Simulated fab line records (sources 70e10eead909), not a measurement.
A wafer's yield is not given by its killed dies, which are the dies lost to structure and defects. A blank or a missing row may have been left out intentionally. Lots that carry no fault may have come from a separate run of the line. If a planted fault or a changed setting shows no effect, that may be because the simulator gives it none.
Code-filled problem report in 8D (eight disciplines) form | flow nand harc | the parts of the form that need people (team, actions taken, sign-off) are left out

1. WHAT WENT WRONG
Wafers without a fault read 3.4, standard deviation 2.1; killed at periphery at NHARC_END_SORT_01 reads a mean of 646.0 on 2 wafers belonging to 2 lots. That is +99 or more standard deviations from the usual mean.
The first sign was on wafer L833.3 at day 23 06:13, on prober-02. The record holds 10 wafers of 4 lots with a number at this step. The rule behind "out" and "out of limits": a value lying over 4 standard deviations away from the usual mean. Any other wafer with a number is counted as sound.

2. WHAT IT IS, WHAT IT ISN'T
question                    | is                               | is not
which readings at this step | killed at periphery, killed dies | killed at array, killed at other, killed open, killed short
which lots                  | L831, L833                       | L828, L829
which wafers of those lots  | L831.3, L833.3                   | L831.1, L831.6, L833.4, L833.6
read on which gauges        | prober-02                        | prober-01
when                        | from day 23 06:13                | up to then (4 sound wafers); but 4 sound wafers of L831, L833 came after

3. THE SUSPECTS, EACH WITH WHAT RULES IT OUT
Counting: a tool at a process step up to the reading stays a suspect if it ran every lot that is out. Sound lots after the first of them don't rule it out here, since some wafers of a struck lot are sound.
- ruled out: the gauge at NHARC_END_SORT_01. All the wafers that are out were read on prober-02, but those of them that NHARC_P_CONTACT_ETCH_18 has rows for are out there too, on other tools.
- rie diel-06 at NHARC_P_CONTACT_ETCH_18 (etches the open film in C4F8/O2/Ar, target depth 481 nm, time 240.5 s): kept. It processed each lot that is out (first: L831, day 9 07:25); up to then, its last sound lot is L829 (day 9 02:26). Out on those wafers are its own readings of run length s.
- rie diel-06 at NHARC_P_CONTACT_ETCH_31 (etches the open film in CH3F/O2, target depth 30 nm, time 85.7 s): kept. It processed each lot that is out (first: L831, day 9 08:32); up to then, its last sound lot is L829 (day 9 03:31). With no start given for some of its lots, NHARC_P_CONTACT_ETCH_31 uses the hours and lot order of NHARC_P_CONTACT_DEGAS_38.
- Within rie diel-06 at NHARC_P_CONTACT_ETCH_18: the wafers that are out ran in chamber 1; their sound lot-mates ran in chambers 0, 2, 3.
What counting leaves: rie diel-06 at NHARC_P_CONTACT_ETCH_18 and rie diel-06 at NHARC_P_CONTACT_ETCH_31.

4. THE CAUSE (what the simulator had put in)
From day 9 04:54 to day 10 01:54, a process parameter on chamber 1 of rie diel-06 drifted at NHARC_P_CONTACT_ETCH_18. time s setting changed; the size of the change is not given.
Of the 2 suspects that counting leaves, this tool is one.

5. THE EFFECT CHAIN, in route order
Each row: a reading where the mean over the struck wafers with a number is more than 3 standard deviations away from the usual. Only readings whose record carries a usual standard deviation are examined. hours: median over the lots of the time between each lot's start at the first step of this table that gives one and its start at this step. sigmas: the change, counted in usual standard deviations.
hours | step                    | reading             | usual   | on struck wafers | change | sigmas
0     | NHARC_P_CONTACT_ETCH_18 | run length s        | 261.7 s | 195.8            | -65.9  | -99 or more
332   | NHARC_END_SORT_01       | killed at periphery | 3.4     | 646.0            | +642.6 | +99 or more
332   | NHARC_END_SORT_01       | killed dies         | 31      | 677              | +646   | +54
Its process steps:
- NHARC_P_CONTACT_ETCH_18: etches the open film in C4F8/O2/Ar, target depth 481 nm, time 240.5 s.

6. HOW IT WOULD HAVE BEEN CAUGHT EARLIER
337 hours passed between the start of the fault at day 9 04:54 and the first reading out of limits at a measuring or inspecting step in this record, taken at day 23 06:13.
The tool's own readings at NHARC_P_CONTACT_ETCH_18 were out on every struck wafer that the step has a row for (run length s): an alarm limit on them would have fired on the first of those.
Lots out: 2; all had begun NHARC_P_CONTACT_ETCH_18 on rie diel-06 by day 23 06:13. Tool hold at that time: it would have spared none of them.
